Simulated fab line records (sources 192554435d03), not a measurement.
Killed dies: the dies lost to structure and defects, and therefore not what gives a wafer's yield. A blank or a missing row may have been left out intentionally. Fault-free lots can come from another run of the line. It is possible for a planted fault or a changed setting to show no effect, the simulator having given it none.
A struck lot beside a sound one || flow n5_finfet || 17 out of 1938 route steps
Sound: these wafers, L297.1, L297.3, L297.4. Wafers L311.2, L311.3, L311.6 were the ones struck. Last of all comes the cause.
For every step that has rows: the tool of each side, followed by ch and its chambers, followed by its first start. Under that, the readings that differ: sound wafers || struck wafers || difference of the means || sigmas: that difference in standard deviations of wafers without a fault.
alike: readings with means less than 2 such deviations apart, plus words and numbers identical on both sides. not compared: withheld readings, readings lacking a value on some wafer, bounds such as >300 that could conceal the same value, and numbers that have no deviation in the record and whose values overlap.
Wherever a step has rows on one side only, a row that says differs or no value, or a row with sigmas, the two part there. Numbers that have no deviation but don't overlap get no sigmas and don't part them. A reading that every wafer of one side lacks parts them only if that side has two wafers or more.

N5_BEOL_M11_ETCH_61: etches SiARC in CF4, target depth 39 nm, time 65 s.
  sound on rie_diel-05 ch 0,3, day 11 23:35; struck on rie_diel-04 ch 0,2,3, day 16 15:35
  alike: cf4_flow_sccm, drypump_motor_current_A, etch_rf_on_time_s, oes_product_au, rf_vpp_V, showerhead_plenum_p_Torr, throttle_valve_pct
  not compared: rf_hours_counter_h
N5_BEOL_M11_ETCH_62: etches SOC in N2/H2, target depth 110 nm, overetch 22 nm, time 165 s.
  sound on rie_diel-05 ch 0,3, day 11 23:38; struck on rie_diel-04 ch 0,2,3, day 16 15:38
  alike: drypump_motor_current_A, oes_product_au, rf_vpp_V, showerhead_plenum_p_Torr, throttle_valve_pct
  not compared: rf_hours_counter_h
then, 1 step without rows for these wafers: N5_BEOL_M11_STRIP_68 (strips in N2/H2).
N5_BEOL_M11_STRIP_67: strips in CF4.
  sound on rie_diel-05 ch 0,3, day 11 23:46; struck on rie_diel-04 ch 0,2,3, day 16 15:47
  alike: cf4_flow_sccm, drypump_motor_current_A, oes_product_au, rf_vpp_V, showerhead_plenum_p_Torr, throttle_valve_pct
  not compared: rf_hours_counter_h
N5_BEOL_M11_HM_OPEN_17: chemistry Cl2/BCl3, target TiN, target depth 20 nm, overetch 6 nm.
  sound on rie_metal-01 ch 0,1, day 11 23:49; struck on rie_metal-02 ch 0, day 16 15:50
  alike: drypump_motor_current_A, oes_product_au, throttle_valve_pct
  not compared: rf_hours_counter_h
N5_BEOL_M11_STRIP_19: strips in O2.
  sound on rie_diel-04 ch 0,3, day 11 23:56; struck on rie_diel-03 ch 1,3, day 16 16:14
  alike: drypump_motor_current_A, oes_product_au, rf_vpp_V, showerhead_plenum_p_Torr, throttle_valve_pct
  not compared: rf_hours_counter_h
N5_BEOL_M11_CD_MEAS_18: pitch 140 nm, target cd 70 nm.
  sound on cd_sem-01, day 12 00:00; struck on cd_sem-01, day 16 16:18
  alike: cd_nm
then, 5 steps without rows for these wafers: N5_BEOL_M11_COAT_63 (time 60 s, resist thk 100 nm); N5_BEOL_M11_COAT_64 (time 60 s, resist thk 30 nm); N5_BEOL_M11_COAT_22 (resist thk 90 nm); N5_BEOL_M11_EBR_24; N5_BEOL_M11_SOFTBAKE_23 (time 60 s).
N5_BEOL_M11_EXPOSE_25: exposes mask V10.
  sound on arfi_scanner-02 ch 0, day 12 01:50; struck on arfi_scanner-01 ch 0, day 16 18:26
{"reading": "exposure_dose_mJ_cm2", "sound": "85.42 85.58 85.57", "struck": "89.20 89.13 89.23", "difference": "+3.66", "sigmas": "+48"}
  alike: mask
then, 2 steps without rows for these wafers: N5_BEOL_M11_PEB_26 (peb time 60 s); N5_BEOL_M11_DEVELOP_27 (develop time 30 s).
N5_BEOL_M11_CD_MEAS_28: the cd target is 70 nm.
  sound on cd_sem-01 ch 0, day 12 01:58; struck on cd_sem-03 ch 0, day 16 18:34
{"reading": "cd_nm (nm)", "sound": "71.1 71.0 71.7", "struck": "73.7 74.2 74.3", "difference": "+2.8", "sigmas": "+3"}
N5_BEOL_M11_OVL_MEAS_29:
  sound on overlay-01 ch 0, day 12 02:00; struck on overlay-02 ch 0, day 16 18:36
  alike: V10_OVL

## WHERE THEY PART
At N5_BEOL_M11_EXPOSE_25 first; at N5_BEOL_M11_CD_MEAS_28 last (within this record only). Later steps at which nothing parts them and some readings are alike: N5_BEOL_M11_OVL_MEAS_29.

WHY: what the simulator had put in
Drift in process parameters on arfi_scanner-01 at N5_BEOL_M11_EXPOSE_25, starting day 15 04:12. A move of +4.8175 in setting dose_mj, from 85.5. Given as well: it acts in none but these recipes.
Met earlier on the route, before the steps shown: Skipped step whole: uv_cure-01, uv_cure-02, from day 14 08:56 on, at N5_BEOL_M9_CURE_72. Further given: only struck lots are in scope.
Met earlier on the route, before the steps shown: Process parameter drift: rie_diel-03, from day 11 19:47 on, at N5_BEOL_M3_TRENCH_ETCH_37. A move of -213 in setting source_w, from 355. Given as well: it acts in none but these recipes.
